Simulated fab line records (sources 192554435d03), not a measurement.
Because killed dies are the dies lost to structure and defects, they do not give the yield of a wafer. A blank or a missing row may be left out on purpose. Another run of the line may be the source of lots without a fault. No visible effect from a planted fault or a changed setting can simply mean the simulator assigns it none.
fab line records | flow n5_finfet
[record] lots = 5 wafers = 15 last_day = 17
route steps=1938 shown BEOL_M4@1099 BEOL_M5@1112 BEOL_M6@1239 PASSIVATION@1936
lots untouched by any fault: they come from a run of this same line in which no faults occurred
start_h: hours from the record's first day to the start of the lot's first wafer shown | wait_h: how many hours have passed since the lot's step before this one | " the same as in the row above | L1.1+2: a row that stands for several wafers | - no value, or no start given | * or withheld: withheld | < > ~ a bound
route shown NAME@n: names a module that has steps shown in the file, with the first one's number in the route | usual: the fault-free wafers' mean and standard deviation | same: alike in all rows | chamber/n: place in a boat | sites: each site's reading | _std_site: how widely they spread, as a standard deviation | _edge_site: the outer-site mean with the inner-site mean subtracted | radius_mm: for every site, how far away it sits from the centre of the wafer | mask NAME#n: copy n | behind: tool/chamber where the wafer was last shaped | hold: what put the lot on hold/how long, in hours/how the hold closed | device: transistor that didn't switch, given as n, p or np | end of line: tests run on the same wafers once the route is complete | where a step has no rows: the recipe by itself | killed: dies lost to structure and defects at the first sort, not the wafer's yield | map: the dies of a wafer, with x for killed, . for not killed, _ for no die there
set.NAME: setting as actually run; set.NAME@STEP: the setting as run at that earlier step | model.NAME: the simulator's own value behind a step, which no gauge read
a table for each step, a row for each wafer; lots at some steps of the route
services: from which hour (start_h, from the record's first day; less than 0 if before it) a tool's chamber was out of use, for how many hours, and why
[[steps]]
[step N5_BEOL_M4_ANNEAL_95]
[recipe] temp_c = 400 time_s = 240 ambient = vacuum
[step N5_BEOL_M4_SPUTTER_96]
[recipe] material = Cu target_thk_a = 45 temp_c = -20 chamber_pressure_pa = 0.07 power_w = withheld time_s = 8.29
[step N5_BEOL_M4_ECD_50]
[recipe] material = Cu target_thk_a = 3000
[step N5_BEOL_M4_ANNEAL_51]
[recipe] temp_c = 225 time_s = 90 ambient = N2
[step N5_BEOL_M4_CMP_52]
[recipe] stop_on = SiOC t_overpolish_s = 6.8 down_force_psi = 1 platen_rpm = 50 clearing_platen_down_force_psi = 1.5 clearing_platen_rpm = 50 post_cmp_clean = cu_alkaline target_thk_nm = 40 clearing_platen_pad_velocity_m_s = 0.99484 pad_velocity_m_s = 0.99484
[step N5_BEOL_M4_PRE_CLEAN_60]
[recipe] gas = NH3/H2 time_s = 15 temp_c = * rf_power_w = 300
[step N5_BEOL_M4_CO_CAP_55]
[recipe] material = Co target_thk_a = 20 temp_c = 200 precursor = CCTBA/H2 pressure_torr = 30 time_s = 102.1
[step N5_BEOL_M4_PRE_CLEAN_56]
[recipe] gas = NH3 time_s = 15 temp_c = withheld rf_power_w = 300
[step N5_BEOL_M4_DEP_57]
[recipe] material = SiCN target_thk_a = 80 temp_c = withheld precursor = 3MS/NH3 pressure_torr = 3 rf_w = 202 time_s = 14
[step N5_BEOL_M4_RC_MEAS_101]
[usual] DIBL_N = 36.4/1.5 DIBL_P = 35.8/1.7 IOFF_N = 0.154/0.022 IOFF_P = 0.21/0.031 ION_N = 672/8.8 ION_P = 462/7.2 SS_N = 71.5/0.53 SS_P = 73.2/0.62 VT_N = 250.4/2.5 VT_P = -250/3.5
// columns lot.wafer tool chamber start_h wait_h DIBL_N[mV/V] DIBL_P[mV/V] IOFF_N[nA/um] IOFF_P[nA/um] ION_N[uA/um] ION_P[uA/um] SS_N[mV/dec] SS_P[mV/dec] VT_N[mV] VT_P[mV]
L647.1 prober-02 0 246.41 0.0 38.1 38.6 0.175 0.24 675 466 72.3 74.4 248.7 -248
L647.2 " 0 " " 37.5 37.0 0.164 0.23 673 463 71.5 73.9 248.7 -249
L647.5 " 0 " " 38.5 38.3 0.174 0.25 674 467 71.3 74.1 249.4 -247
L642.1 prober-01 0 247.20 0.3 35.6 36.0 0.133 0.20 662 460 70.8 72.4 251.3 -251
L642.2 " 0 " " 37.7 38.7 0.170 0.24 681 467 71.4 73.5 247.1 -245
L642.3 " 0 " " 36.6 36.6 0.144 0.21 660 456 71.2 72.2 253.3 -249
L646.1 prober-02 0 251.91 0.0 38.0 38.4 0.179 0.20 672 455 71.3 74.7 248.1 -252
L646.2 " 0 " " 35.3 35.0 0.128 0.16 656 452 71.4 74.0 253.2 -257
L646.3 " 0 " " 37.2 36.9 0.160 0.19 668 458 71.8 73.4 252.4 -255
L649.2 prober-01 0 283.30 0.2 35.5 36.3 0.157 0.21 674 462 71.5 73.7 249.4 -253
L649.3 " 0 " " 36.6 38.1 0.183 0.24 679 467 72.6 74.7 247.1 -250
L649.5 " 0 " " 35.9 36.8 0.161 0.21 672 458 72.4 73.6 251.4 -251
L654.1 prober-02 0 298.66 0.0 38.1 36.5 0.159 0.24 679 471 72.0 73.6 251.9 -247
L654.3 " 0 " " 37.6 34.8 0.145 0.21 666 459 72.1 73.8 253.2 -250
L654.4 " 0 " " 38.3 35.9 0.155 0.24 674 468 71.9 73.8 252.3 -247
[step N5_BEOL_M5_ILD_DEP_00]
[recipe] material = SiCOH_lowk target_thk_a = 1406.4 temp_c = 300 precursor = DEMS/porogen pressure_torr = 5 rf_w = 500 time_s = 25.9
[step N5_BEOL_M5_CURE_79]
[recipe] temp_c = 385 time_s = 240 ambient = He/Ar material = SiCOH_lowk
[step N5_BEOL_M5_PECVD_70]
[recipe] material = SiO2 target_thk_a = 160 temp_c = 400 precursor = TEOS/O2 pressure_torr = 5.5 rf_w = 450 teos_flow_sccm = 53.8 gas = O2 flow_sccm = 3000 time_s = 18
[step N5_BEOL_M5_HM_DEP_02]
[recipe] material = TiN target_thk_a = 200 temp_c = 25 chamber_pressure_pa = 0.49996
[step N5_BEOL_M5_COAT_59]
[recipe] resist = SOC temp_c = 250 time_s = 60 spin_rpm = 1500 resist_thk_nm = 60
[step N5_BEOL_M5_COAT_60]
[recipe] resist = SiARC temp_c = 220 time_s = 60 spin_rpm = 1500 resist_thk_nm = 12
[step N5_BEOL_M5_COAT_71]
[recipe] resist = underlayer temp_c = 205 time_s = 60 spin_rpm = 1500 resist_thk_nm = 5
[step N5_BEOL_M5_COAT_05]
[recipe] resist = CAR-EUV spin_rpm = 1500 resist_thk_nm = 30
[step N5_BEOL_M5_EBR_07]
[recipe] solvent = PGMEA ebr_width_mm = 1.5
[step N5_BEOL_M5_SOFTBAKE_06]
[recipe] temp_c = 110 time_s = 60 resist = CAR-EUV
[step N5_BEOL_M5_EXPOSE_08]
[recipe] mask_id = M5 na = 0.33 source_shape = annular sigma_inner = 0.4 sigma_outer = 0.8 polarization = unpolarized target_cd_nm = 28 dose_mj = 35.75
[step N5_BEOL_M5_PEB_09]
[recipe] peb_temp_c = 100 peb_time_s = 60 resist = CAR-EUV
[step N5_BEOL_M5_DEVELOP_10]
[recipe] develop_time_s = 30 developer = TMAH resist = CAR-EUV rinse_liquid = surfactant_rinse dry = air_spin dev_temp_c = 23
[step N5_BEOL_M5_DESCUM_16]
[recipe] chemistry = O2 time_s = 7 source_power_w = 50 bias_power_w = 20 pressure_mtorr = 20 rf_frequency_hz = 2.712e+07 temp_c = 40 resist = CAR-EUV o2_flow_sccm = 225
[step N5_BEOL_M5_ETCH_72]
[recipe] chemistry = N2/H2 target = underlayer target_depth_a = 65 mask_material = CAR-EUV time_s = 5.2 ion_energy_ev = 200 pressure_mtorr = 30 source_w = 840 bias_w = 150 n2_flow_sccm = 200 h2_flow_sccm = 200 ends = cleared
[step N5_BEOL_M5_ETCH_61]
[recipe] chemistry = CF4 target = SiARC target_depth_a = 156 mask_material = CAR-EUV time_s = 26 ion_energy_ev = 80 pressure_mtorr = 40 source_w = 545 bias_w = 36 Ar_flow_sccm = 100 cf4_flow_sccm = 100 ends = cleared
[step N5_BEOL_M5_ETCH_62]
[recipe] chemistry = N2/H2 target = SOC target_depth_a = 750 overetch_a = 150 mask_material = SiARC temp_c = 40 time_s = 112.5 ion_energy_ev = 200 pressure_mtorr = 30 source_w = 840 bias_w = 150 n2_flow_sccm = 200 h2_flow_sccm = 200
[step N5_BEOL_M5_STRIP_63]
[recipe] chemistry = N2/H2 temp_c = 40 n2_flow_sccm = 200 h2_flow_sccm = 200 rf_frequency_hz = 6e+07
[step N5_BEOL_M5_STRIP_73]
[recipe] chemistry = N2/H2 temp_c = 40 n2_flow_sccm = 200 h2_flow_sccm = 200 rf_frequency_hz = 6e+07
[step N5_BEOL_M5_STRIP_64]
[recipe] chemistry = CF4 resist = SiARC power_w = 300 bias_power_w = 75 pressure_mtorr = 50 cf4_flow_sccm = 150 rf_frequency_hz = 6e+07
[step N5_BEOL_M5_HM_OPEN_17]
[recipe] chemistry = Cl2/BCl3 target_depth_a = 200 overetch_a = 60 target = TiN mask_material = SOC ion_energy_ev = 150 pressure_mtorr = 10 icp_w = 1000 bias_w = 126 Cl2_flow_sccm = 53.25 bcl3_flow_sccm = 21.75 Ar_flow_sccm = 25
[step N5_BEOL_M5_STRIP_19]
[recipe] chemistry = O2 power_w = 400 temp_c = 40 pressure_mtorr = 30 rf_frequency_hz = 6e+07 bias_power_w = 0 overash_fraction = 0.2 o2_flow_sccm = 225
[step N5_BEOL_M5_COAT_65]
[recipe] resist = SOC temp_c = 250 time_s = 60 spin_rpm = 1500 resist_thk_nm = 60
[step N5_BEOL_M5_COAT_66]
[recipe] resist = SiARC temp_c = 220 time_s = 60 spin_rpm = 1500 resist_thk_nm = 12
[step N5_BEOL_M6_TRENCH_ETCH_37]
[recipe] chemistry = C4F6/O2 target_depth_a = 944.35 target = SiCOH_lowk time_s = 31.5 ion_energy_ev = 250 pressure_mtorr = 30 source_w = 345 bias_w = 185 Ar_flow_sccm = 300 C4F6_flow_sccm = 10 O2_flow_sccm = 10
[usual] C4F6_flow_sccm = 10.001/0.029 O2_flow_sccm = 10.00/0.031 drypump_motor_current_A = 5.7/0.42 oes_product_au = 0.80/0.083 rf_vpp_V = 667/4.9 showerhead_plenum_p_Torr = 2.88/0.12 throttle_valve_pct = 21.00/0.22
// columns lot.wafer tool chamber start_h wait_h C4F6_flow_sccm O2_flow_sccm drypump_motor_current_A oes_product_au rf_hours_counter_h rf_vpp_V showerhead_plenum_p_Torr throttle_valve_pct model.TiN_of_BEOL_M6_HM_DEP_02.thk_nm
L647.1 rie_diel-01 0 265.34 - - - - - - - - - 19.6
L647.2 " 2 " " - - - - - - - - 19.6
L647.5 " 1 " " - - - - - - - - 19.6
L642.1 rie_diel-01 3 267.18 - - - - - - - - - 20.2
L642.2 " 1 " " - - - - - - - - 20.4
L642.3 " 0 " " - - - - - - - - 20.4
L646.1 rie_diel-06 2 269.14 - - - - - - - - - 20
L646.2 " 0 " " - - - - - - - - 20
L646.3 " 1 " " - - - - - - - - 20
L649.2 rie_diel-01 2 300.92 - 10.002 10.00 4.9 0.70 223 657 2.61 21.21 17.2
L649.3 " 1 " " 10.003 10.07 5.3 0.74 173 659 2.73 21.16 17.2
L649.5 " 3 " " 9.966 9.99 5.6 0.84 - 664 2.90 20.93 17.2
L654.1 rie_diel-06 0 317.87 - 9.941 9.96 5.6 0.78 119 668 2.98 20.96 17
L654.3 " 3 " " 9.956 10.02 6.3 0.83 84 672 2.77 20.85 17.2
L654.4 " 1 " " 10.040 9.98 6.4 0.88 - 667 3.01 21.08 17.4
[step N5_BEOL_M6_OCD_MEAS_38]
[usual] trench_depth_nm = 94.1/1.1
// columns lot.wafer tool chamber start_h wait_h trench_depth_nm
L647.1 ocd-02 - 265.50 - 0
L647.2 " - " " 0
L647.5 " - " " 0.0
L642.1 ocd-02 - 267.34 - 0.0
L642.2 " - " " 0
L642.3 " - " " 0.0
L646.1 ocd-02 - 269.30 - 0.1
L646.2 " - " " 0.2
L646.3 " - " " 0
L649.2 ocd-02 - 301.08 - 92.5
L649.3 " - " " 91.6
L649.5 " - " " 94.2
L654.1 ocd-02 - 318.02 - 93.4
L654.3 " - " " 95.8
L654.4 " - " " 94.7
[step N5_BEOL_M6_CMP_52]
[recipe] stop_on = SiCOH_lowk t_overpolish_s = 6.9 down_force_psi = 1 platen_rpm = 50 clearing_platen_down_force_psi = 1.5 clearing_platen_rpm = 50 post_cmp_clean = cu_alkaline target_thk_nm = 80 clearing_platen_pad_velocity_m_s = 0.99484 pad_velocity_m_s = 0.99484
[usual] edge_zone_pressure_frac = 1.001/0.0048 motor_current_A = 6.0/0.43 slurry_flow_ml_min = 150.0/0.49
// columns lot.wafer tool chamber start_h wait_h edge_zone_pressure_frac motor_current_A slurry_flow_ml_min model.Cu_of_BEOL_M6_ECD_50.thk_nm
L647.1 cmp-02 2 267.48 0.3 0.997 6.2 149.9 0.6
L647.2 " 0 " " 0.994 5.6 150.4 2
L647.5 " 3 " " 0.996 5.8 150.3 0.4
L642.2 cmp-02 2 271.35 0.3 1.000 6.4 149.8 1
L642.3 " 3 " " 0.995 5.6 150.0 0
L642.1 " 0 " " 0.993 5.5 149.5 0.6
L646.2 cmp-01 2 271.88 0.2 0.999 5.8 149.6 0
L646.3 " 3 " " 0.999 5.5 148.6 0.6
L646.1 " 0 " " 1.004 5.6 149.6 0
L649.3 cmp-02 2 303.12 0.2 0.998 6.5 150.2 77.4
L649.2 " 3 " " 1.010 5.8 150.7 78.2
L649.5 " 3 " " 1.007 5.7 151.2 79.4
L654.1 cmp-02 3 320.95 0.3 1.001 5.7 150.6 80.2
L654.4 " 0 " " 0.999 5.3 150.7 81.4
L654.3 " 1 " " 0.997 6.0 149.8 83.2
[step N5_PASSIVATION_PROBE_49]
[usual] defect_limited_yield = 91.5/1.4 killed_at_M0_to_M3 = 32/9.8 killed_at_M4_up = 13/5.3 killed_at_contacts = 13/6.4 killed_at_front_end = 39/10 killed_at_other = 3.1/2.5 killed_dies = 100/17 killed_on_rim = 13/3.9 killed_open = 65/13 killed_short = 33/7.7 sort_bin_5_function = 5.0/0.93 sort_bin_6_memory = 3.2/0.69 sort_n_pass = 1080/17 sort_yield_pct = 91.5/1.4
[same] gross_dies = 1180 killed_at_back_side = 0 sort_bin_4_leakage[%] = 0 sort_bin_8_speed[%] = 0
// columns lot.wafer tool chamber start_h wait_h defect_limited_yield[%] killed_at_M0_to_M3 killed_at_M4_up killed_at_contacts killed_at_front_end killed_at_other killed_dies killed_on_rim killed_open killed_short sort_bin_5_function[%] sort_bin_6_memory[%] sort_n_pass sort_yield_pct[%]
L647.1 prober-02 - 356.42 0.0 0 19 1103 19 30 9 1180 152 59 31 97.1 2.6 0 0
L647.2 prober-02 - 356.47 0.1 0 26 1112 7 27 8 1180 152 47 35 97.2 2.5 0 0
L647.5 prober-02 - 356.62 0.2 0 32 1096 11 39 2 1180 152 62 40 95.8 4.0 0 0
L646.1 prober-02 - 359.92 0.0 0 43 1080 20 32 5 1180 152 69 40 95.7 4.1 0 0
L646.2 prober-02 - 359.97 0.1 0 31 1090 19 37 3 1180 152 62 29 96.6 3.0 0 0
L646.3 prober-02 - 360.02 0.1 0 18 1105 9 48 0 1180 152 42 39 96.5 2.9 0 0
L642.1 prober-01 - 361.26 0.0 0 42 1046 28 60 4 1180 152 94 51 94.5 5.3 0 0
L642.2 prober-01 - 361.31 0.1 0 34 1057 28 60 1 1180 152 81 54 95.0 4.5 0 0
L642.3 prober-01 - 361.36 0.1 0 38 1082 17 42 1 1180 152 81 34 95.9 3.6 0 0
L649.2 prober-02 - 381.58 0.1 89.7 21 8 14 78 0 121 19 85 35 5.3 4.3 1059 89.7
// killed by level:class
L647.1 BEOL_M6:area_etch=1088 MOL_CONTACT_COAG:geometric_particle:open=14 BEOL_M0_SAQP:geometric_particle:short=8 FIN_SAQP:geometric_particle:open=6 FIN_SAQP:geometric_particle:short=6 BEOL_M4:geometric_particle:open=6 MOL_CONTACT_COAG:geometric_particle:short=5 BEOL_M4:geometric_particle:short=4
L647.2 BEOL_M6:area_etch=1098 BEOL_M0_SAQP:geometric_particle:open=9 BEOL_M4:geometric_particle:open=8 BEOL_M0_SAQP:geometric_particle:short=6 BEOL_M2:geometric_particle:open=5 FIN_SAQP:geometric_particle:open=4 GATE_CUT:geometric_particle:short=4 MOL_CONTACT_COAG:geometric_particle:short=4
L647.5 BEOL_M6:area_etch=1078 BEOL_M0_SAQP:geometric_particle:open=13 BEOL_M0_SAQP:geometric_particle:short=9 STI_FIN_REVEAL:geometric_particle:open=8 FIN_SAQP:geometric_particle:short=7 MOL_CONTACT_COAG:geometric_particle:short=6 BEOL_M5:geometric_particle:open=6 MOL_CONTACT_COAG:geometric_particle:open=5
L646.1 BEOL_M6:area_etch=1071 BEOL_M0_SAQP:geometric_particle:open=12 MOL_CONTACT_COAG:geometric_particle:short=12 BEOL_M0_SAQP:geometric_particle:short=11 STI_FIN_REVEAL:geometric_particle:open=9 MOL_CONTACT_COAG:geometric_particle:open=8 BEOL_M3:geometric_particle:open=7 FIN_SAQP:geometric_particle:short=5
L646.2 BEOL_M6:area_etch=1088 MOL_CONTACT_COAG:geometric_particle:open=13 BEOL_M1:geometric_particle:open=11 FIN_SAQP:geometric_particle:open=8 BEOL_M3:geometric_particle:open=7 FIN_SAQP:geometric_particle:short=6 STI_FIN_REVEAL:geometric_particle:open=6 MOL_CONTACT_COAG:geometric_particle:short=6
L646.3 BEOL_M6:area_etch=1099 STI_FIN_REVEAL:geometric_particle:open=11 FIN_SAQP:geometric_particle:short=8 BEOL_M0_SAQP:geometric_particle:short=8 GATE_CUT:geometric_particle:short=7 MOL_CONTACT_COAG:geometric_particle:open=6 FIN_SAQP:geometric_particle:open=5 STARTING-WAFER:geometric_particle:short=5
L642.1 BEOL_M6:area_etch=1034 MOL_CONTACT_COAG:geometric_particle:open=21 BEOL_M2:geometric_particle:open=20 FIN_SAQP:geometric_particle:open=15 FIN_SAQP:geometric_particle:short=9 GATE_CUT:geometric_particle:short=9 MOL_CONTACT_COAG:geometric_particle:short=7 BEOL_M1:geometric_particle:open=6
L642.2 BEOL_M6:area_etch=1040 FIN_SAQP:geometric_particle:open=16 MOL_CONTACT_COAG:geometric_particle:short=15 MOL_CONTACT_COAG:geometric_particle:open=13 STI_FIN_REVEAL:geometric_particle:open=12 BEOL_M0_SAQP:geometric_particle:short=10 FIN_SAQP:geometric_particle:short=7 BEOL_M2:geometric_particle:open=7
L642.3 BEOL_M6:area_etch=1062 MOL_CONTACT_COAG:geometric_particle:open=14 BEOL_M4:geometric_particle:open=12 BEOL_M0_SAQP:geometric_particle:short=9 STI_FIN_REVEAL:geometric_particle:open=9 BEOL_M0_SAQP:geometric_particle:open=9 FIN_SAQP:geometric_particle:open=8 BEOL_M1:geometric_particle:open=8
L649.2 FIN_SAQP:geometric_particle:open=31 STI_FIN_REVEAL:geometric_particle:open=17 FIN_SAQP:geometric_particle:short=11 MOL_CONTACT_COAG:geometric_particle:open=9 BEOL_M0_SAQP:geometric_particle:open=6 MOL_CONTACT_COAG:geometric_particle:short=5 BEOL_M0_SAQP:geometric_particle:short=4 STI_FIN_REVEAL:geometric_particle:short=3
// map L642.1 (x killed, . not)
_________________xxxxxxxxxxxx________________
______________xxxxxxxxxxxxxxxxxx_____________
___________xxxxxxxxxxxxxxxxxxxxxxxx__________
__________xxxxxxxxxxxxxxxxxxxxxxxxxx_________
________xxxxxxxxxxxxxxxxxxxxxxxxxxxxxx_______
_______xxxxxxxxxxxxxxxxxxxxxxxxxxxxxxxx______
______xxxxxxxxxxxxxxxxxxxxxxxxxxxxxxxxxx_____
_____xxxxxxxxxxxxxxxxxxxxxxxxxxxxxxxxxxxx____
____xxxxxxxxxxxxxxxxxxxxxxxxxxxxxxxxxxxxxx___
___xxxxxxxxxxxxxxxxxxxxxxxxxxxxxxxxxxxxxxxx__
___xxxxxxxxxxxxxxxxxxxxxxxxxxxxxxxxxxxxxxxx__
__xxxxxxxxxxxxxxxxxxxxxxxxxxxxxxxxxxxxxxxxxx_
__xxxxxxxxxxxxxxxxxxxxxxxxxxxxxxxxxxxxxxxxxx_
_xxxxxxxxxxxxxxxxxxxxxxxxxxxxxxxxxxxxxxxxxxxx
_xxxxxxxxxxxxxxxxxxxxxxxxxxxxxxxxxxxxxxxxxxxx
_xxxxxxxxxxxxxxxxxxxxxxxxxxxxxxxxxxxxxxxxxxxx
_xxxxxxxxxxxxxxxxxxxxxxxxxxxxxxxxxxxxxxxxxxxx
_xxxxxxxxxxxxxxxxxxxxxxxxxxxxxxxxxxxxxxxxxxxx
_xxxxxxxxxxxxxxxxxxxxxxxxxxxxxxxxxxxxxxxxxxxx
_xxxxxxxxxxxxxxxxxxxxxxxxxxxxxxxxxxxxxxxxxxxx
_xxxxxxxxxxxxxxxxxxxxxxxxxxxxxxxxxxxxxxxxxxxx
__xxxxxxxxxxxxxxxxxxxxxxxxxxxxxxxxxxxxxxxxxx_
__xxxxxxxxxxxxxxxxxxxxxxxxxxxxxxxxxxxxxxxxxx_
___xxxxxxxxxxxxxxxxxxxxxxxxxxxxxxxxxxxxxxxx__
___xxxxxxxxxxxxxxxxxxxxxxxxxxxxxxxxxxxxxxxx__
____xxxxxxxxxxxxxxxxxxxxxxxxxxxxxxxxxxxxxx___
_____xxxxxxxxxxxxxxxxxxxxxxxxxxxxxxxxxxxx____
______xxxxxxxxxxxxxxxxxxxxxxxxxxxxxxxxxx_____
_______xxxxxxxxxxxxxxxxxxxxxxxxxxxxxxxx______
________xxxxxxxxxxxxxxxxxxxxxxxxxxxxxx_______
__________xxxxxxxxxxxxxxxxxxxxxxxxxx_________
___________xxxxxxxxxxxxxxxxxxxxxxxx__________
______________xxxxxxxxxxxxxxxxxx_____________
_________________xxxxxxxxxxxx________________
// map L646.1 (x killed, . not)
_________________xxxxxxxxxxxx________________
______________xxxxxxxxxxxxxxxxxx_____________
___________xxxxxxxxxxxxxxxxxxxxxxxx__________
__________xxxxxxxxxxxxxxxxxxxxxxxxxx_________
________xxxxxxxxxxxxxxxxxxxxxxxxxxxxxx_______
_______xxxxxxxxxxxxxxxxxxxxxxxxxxxxxxxx______
______xxxxxxxxxxxxxxxxxxxxxxxxxxxxxxxxxx_____
_____xxxxxxxxxxxxxxxxxxxxxxxxxxxxxxxxxxxx____
____xxxxxxxxxxxxxxxxxxxxxxxxxxxxxxxxxxxxxx___
___xxxxxxxxxxxxxxxxxxxxxxxxxxxxxxxxxxxxxxxx__
___xxxxxxxxxxxxxxxxxxxxxxxxxxxxxxxxxxxxxxxx__
__xxxxxxxxxxxxxxxxxxxxxxxxxxxxxxxxxxxxxxxxxx_
__xxxxxxxxxxxxxxxxxxxxxxxxxxxxxxxxxxxxxxxxxx_
_xxxxxxxxxxxxxxxxxxxxxxxxxxxxxxxxxxxxxxxxxxxx
_xxxxxxxxxxxxxxxxxxxxxxxxxxxxxxxxxxxxxxxxxxxx
_xxxxxxxxxxxxxxxxxxxxxxxxxxxxxxxxxxxxxxxxxxxx
_xxxxxxxxxxxxxxxxxxxxxxxxxxxxxxxxxxxxxxxxxxxx
_xxxxxxxxxxxxxxxxxxxxxxxxxxxxxxxxxxxxxxxxxxxx
_xxxxxxxxxxxxxxxxxxxxxxxxxxxxxxxxxxxxxxxxxxxx
_xxxxxxxxxxxxxxxxxxxxxxxxxxxxxxxxxxxxxxxxxxxx
_xxxxxxxxxxxxxxxxxxxxxxxxxxxxxxxxxxxxxxxxxxxx
__xxxxxxxxxxxxxxxxxxxxxxxxxxxxxxxxxxxxxxxxxx_
__xxxxxxxxxxxxxxxxxxxxxxxxxxxxxxxxxxxxxxxxxx_
___xxxxxxxxxxxxxxxxxxxxxxxxxxxxxxxxxxxxxxxx__
___xxxxxxxxxxxxxxxxxxxxxxxxxxxxxxxxxxxxxxxx__
____xxxxxxxxxxxxxxxxxxxxxxxxxxxxxxxxxxxxxx___
_____xxxxxxxxxxxxxxxxxxxxxxxxxxxxxxxxxxxx____
______xxxxxxxxxxxxxxxxxxxxxxxxxxxxxxxxxx_____
_______xxxxxxxxxxxxxxxxxxxxxxxxxxxxxxxx______
________xxxxxxxxxxxxxxxxxxxxxxxxxxxxxx_______
__________xxxxxxxxxxxxxxxxxxxxxxxxxx_________
___________xxxxxxxxxxxxxxxxxxxxxxxx__________
______________xxxxxxxxxxxxxxxxxx_____________
_________________xxxxxxxxxxxx________________
[[services]]
// columns tool chamber start_h hours kind
rie_diel-06 0 243.05 2.5 repair
cmp-02 - 258.39 1.6 repair
cmp-01 - 288.75 4.0 pm
cmp-02 - 292.10 3.0 pm
cmp-01 - 292.75 - consumable_replace:conditioner
cmp-01 - 292.75 - consumable_replace:pad
rie_diel-06 1 298.54 10.2 repair
cmp-02 - 304.22 8.7 pm
rie_diel-06 2 308.72 - clean
rie_diel-06 2 308.72 - consumable_replace:focus_ring
rie_diel-06 2 308.72 27.9 scheduled_down
rie_diel-06 2 308.72 27.9 vent_cycle
[[key]]
[first_sign] step = N5_BEOL_M6_TRENCH_ETCH_37 reading = tool_record direction = missing
[effect] step = N5_BEOL_M6_OCD_MEAS_38 reading = trench_depth_nm direction = down sigmas = 82 usual = 94.1 struck = 0.0
[effect] step = N5_PASSIVATION_PROBE_49 reading = killed_at_M4_up direction = up sigmas = 99+ usual = 13 struck = 1086
[model_effect] step = N5_BEOL_M6_TRENCH_ETCH_37 value = TiN_of_BEOL_M6_HM_DEP_02.thk_nm without = 17.27 struck = 19.98
[model_effect] step = N5_BEOL_M6_CMP_52 value = Cu_of_BEOL_M6_ECD_50.thk_nm without = 79.49 struck = 0.5778
[more_kills_born_at] N5_BEOL_M6_TRENCH_ETCH_37@rie_diel-01 = 6400 N5_BEOL_M6_TRENCH_ETCH_37@rie_diel-06 = 3258
met_at N5_BEOL_M6_TRENCH_ETCH_37
struck_wafers L642.1,L642.2,L642.3,L646.1,L646.2,L646.3,L647.1,L647.2,L647.5
later_rows_left_out L642.1,L642.2,L642.3,L646.1,L646.2,L646.3,L647.1,L647.2,L647.5
[fault] kind = skipped_step_whole tool = rie_diel-01,rie_diel-06 chamber = - onset_h = 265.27 steps = N5_BEOL_M6_TRENCH_ETCH_37 scope = struck_lots_only
// later_rows_left_out: the simulator's readings of these wafers behind a module that went badly wrong aren't trusted and aren't shown, but for the sort
